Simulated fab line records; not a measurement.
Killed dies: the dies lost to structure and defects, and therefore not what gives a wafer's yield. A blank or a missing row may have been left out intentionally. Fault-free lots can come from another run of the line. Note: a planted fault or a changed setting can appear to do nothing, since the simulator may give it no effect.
Struck lot and sound lot, side by side	flow nand-harc	14 steps out of a route of 1302
Sound: wafers L376.3, L376.4, L376.5. Struck: wafer L367.2 (L367.3, L367.5, from the same lot, were not struck and are left out); the cause is given at the end.
Per side, at each step with rows, come the tool, then ch with its chambers, and then its first start. Under that, the readings that differ: sound wafers	struck wafers	difference of the means	sigmas: that difference in standard deviations of wafers without a fault.
alike: words and numbers the same on both sides, and readings whose means are apart by under 2 such deviations; not compared: readings that were withheld, readings missing a value for some wafer, numbers with overlapping values and no deviation given by the record, and bounds like >300 which may hide the same value.
A row with sigmas, a row that says differs or no value, or rows on one side alone: a step with any of these is where the two part. Non-overlapping numbers with no deviation appear without sigmas and do not part them. A reading that every wafer of one side lacks parts them only if that side has two wafers or more.

NHARC_A_ZERO_WELL_INSPECT_17:
  sound on defect-inspect-02, day 14 06:52; struck on defect-inspect-02, day 10 20:40
  alike: raw-defect-count
then, 3 steps without rows for these wafers: NHARC_A_SOURCE_PLATE_PRECLEAN_00 (cleans in HF-LAST, time 60 s); NHARC_A_SOURCE_PLATE_SRD_01; NHARC_A_SOURCE_PLATE_OXIDE_02 (material SiO2, target thk 10 nm, ox time 1362 s).
NHARC_A_SOURCE_PLATE_THK_MEAS_09: measures by ellipsometry.
  sound on film-metro-01, day 14 14:30; struck on film-metro-02, day 11 03:59
  alike: thk-nm
then, 3 steps without rows for these wafers: NHARC_A_SOURCE_PLATE_PVD_04 (deposits WSi2, target thk 50 nm); NHARC_A_SOURCE_PLATE_CVD_03 (deposits poly-Si, target thk 200 nm, time 4000 s); NHARC_A_SOURCE_PLATE_ANNEAL_05 (time 1800 s).
NHARC_A_SOURCE_PLATE_THK_MEAS_06: measures by ellipsometry.
  sound on film-metro-01, day 15 03:14; struck on film-metro-01, day 11 16:34
  alike: thk-nm
NHARC_A_SOURCE_PLATE_INSPECT_08:
  sound on defect-inspect-02, day 15 03:19; struck on defect-inspect-01, day 11 16:40
  alike: raw-defect-count
NHARC_A_ONON_D1_DEP_00: target thk 1000 nm.
  sound on pecvd-onon-04 ch 0, day 15 03:30; struck on pecvd-onon-03 ch 0, day 11 16:48
  alike: susceptor-temp-C
NHARC_A_ONON_D1_THK_MEAS_02: measures by ellipsometry.
  sound on film-metro-02, day 15 03:54; struck on film-metro-02, day 11 17:15
reading	sound	struck	difference	sigmas
thk-nm (nm)	986 985 986	624	-362	-49
after that, 1 step with no rows for these wafers: NHARC_A_ONON_D1_DEP_03 (target thk 1000 nm).
-- the record jumps here: 17 days lie between the struck wafers' starts before and after (it left off in module A_ONON_D1 and takes up again in module END, whose first step shown is number 1302 of the route) --
NHARC_END_SORT_01:
  the record has rows for the struck wafers here (prober-02 ch 0, day 28 07:37) and none for the sound ones

## WHERE THEY PART
Last at NHARC_END_SORT_01 as far as this record goes, first at NHARC_A_ONON_D1_THK_MEAS_02.

WHY: whatever the simulator had introduced
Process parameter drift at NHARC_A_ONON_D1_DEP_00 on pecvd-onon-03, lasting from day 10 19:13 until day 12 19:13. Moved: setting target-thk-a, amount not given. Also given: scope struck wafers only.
